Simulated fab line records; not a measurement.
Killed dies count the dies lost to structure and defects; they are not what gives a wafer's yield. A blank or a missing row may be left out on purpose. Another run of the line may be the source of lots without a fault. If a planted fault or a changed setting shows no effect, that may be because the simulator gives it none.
Split-lot trial | flow n5 finfet | on a route of 1938 steps: 7 lots, 21 wafers read

ABOUT THE SPLIT
At N5_DUMMY_GATE_DESCUM_20 (chemistry O2, time 6.2 s), the setting time s was moved away from the recipe's 6.2 s on 7 of the 21 wafers read, by -19.4% to +17.7%. The other wafers ran this setting at the recipe's value.

The reading is taken at the split's own step.

THE READING
CAR-EUV_of_DUMMY_GATE_COAT_09.thk nm (the simulator's own value, which no gauge read), in nm, at N5_DUMMY_GATE_DESCUM_20 (chemistry O2, time 6.2 s). There is no usual value for it anywhere in the file. Across the 14 wafers here that went through the recipe, the average is 26.5 nm and the standard deviation 0.12 nm.

wafer  | tool, chamber at the split | time s as run, s | against the recipe | CAR-EUV_of_DUMMY_GATE_COAT_09.thk nm, nm | against lot-mates on the recipe
L078.2 | rie diel-01, 0,2           | 4.998            | -19.4%             | 27                                       | +0.6
L078.4 | rie diel-01, 0,2           | 4.998            | -19.4%             | 27                                       | +0.6
L078.5 | rie diel-01, 3             | 6.2              | recipe             | 26.4                                     | -
L080.1 | rie diel-06, 0             | 7.296            | +17.7%             | 25.8                                     | -0.6
L080.4 | rie diel-06, 3,1           | 6.2              | recipe             | 26.4                                     | -
L080.6 | rie diel-06, 3,1           | 6.2              | recipe             | 26.4                                     | -
L083.2 | rie diel-01, 1,0           | 6.2              | recipe             | 26.4                                     | -
L083.6 | rie diel-01, 1,0           | 6.2              | recipe             | 26.4                                     | -
L083.3 | rie diel-01, 3             | 6.2              | recipe             | 26.6                                     | -
L084.1 | rie diel-06, 1,0           | 6.2              | recipe             | 26.6                                     | -
L084.4 | rie diel-06, 1,0           | 6.2              | recipe             | 26.6                                     | -
L084.3 | rie diel-06, 2             | 6.2              | recipe             | 26.8                                     | -
L087.3 | rie diel-06, 0             | 6.2              | recipe             | 26.6                                     | -
L087.4 | rie diel-06, 1             | 5.136            | -17.2%             | 26.8                                     | +0.2
L087.6 | rie diel-06, 3             | 5.136            | -17.2%             | 27                                       | +0.4
L095.1 | rie diel-03, 0,3           | 6.967            | +12.4%             | 26.2                                     | -0.4
L095.6 | rie diel-03, 0,3           | 6.967            | +12.4%             | 26.2                                     | -0.4
L095.3 | rie diel-03, 1             | 6.2              | recipe             | 26.6                                     | -
L097.4 | rie diel-06, 2,2,3         | 6.2              | recipe             | 26.6                                     | -
L097.5 | rie diel-06, 2,2,3         | 6.2              | recipe             | 26.6                                     | -
L097.6 | rie diel-06, 2,2,3         | 6.2              | recipe             | 26.6                                     | -
Rows listing several chambers each stand for several wafers; the file does not say which wafer went through which chamber.

THE FIT
A straight line over all 21 wafers: CAR-EUV_of_DUMMY_GATE_COAT_09.thk nm changes by -0.0268 nm for each +1% of time s; r = -0.91; the points scatter about the line by 0.13 nm.
The same after taking each lot's own level away (the mean of its wafers on the recipe; 21 wafers): -0.0279 nm for each +1%; r = -0.95; scatter 0.089 nm.
Per that fit: largest time s move, reading shift of 0.54 nm.
Measured against the standard deviation above, the lots' own levels, which go from 26.40 to 26.67 nm, span 2.3 times it.
The two slopes agree, so the slope changes little with the lot-to-lot level.
Check: +0.498 nm against its lot-mates is what the line predicts for one of the wafers moved furthest among these (-19.4%) when that wafer is left out of the fit. Against them it came out at +0.6 nm.

OTHER SPLITS APPLIED TO THESE WAFERS
These wafers also went through other splits before the reading. Each is held against what the fit with the lots' levels taken away leaves over:
other split on the same wafers | wafers away from the commonest value | r with CAR-EUV_of_DUMMY_GATE_COAT_09.thk nm (lot level and that fit taken away)
N5_WELL_APT_COAT_02 spin rpm   | 6                                    | -0.23
N5_WELL_APT_PEB_06 peb time s  | 7                                    | -0.28
N5_DUMMY_GATE_COAT_34 spin rpm | 8                                    | +0.15

THE FILE'S OWN FIT
CAR-EUV_of_DUMMY_GATE_COAT_09.thk nm changes by -0.0285 nm for each +1% of time s, r = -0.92.
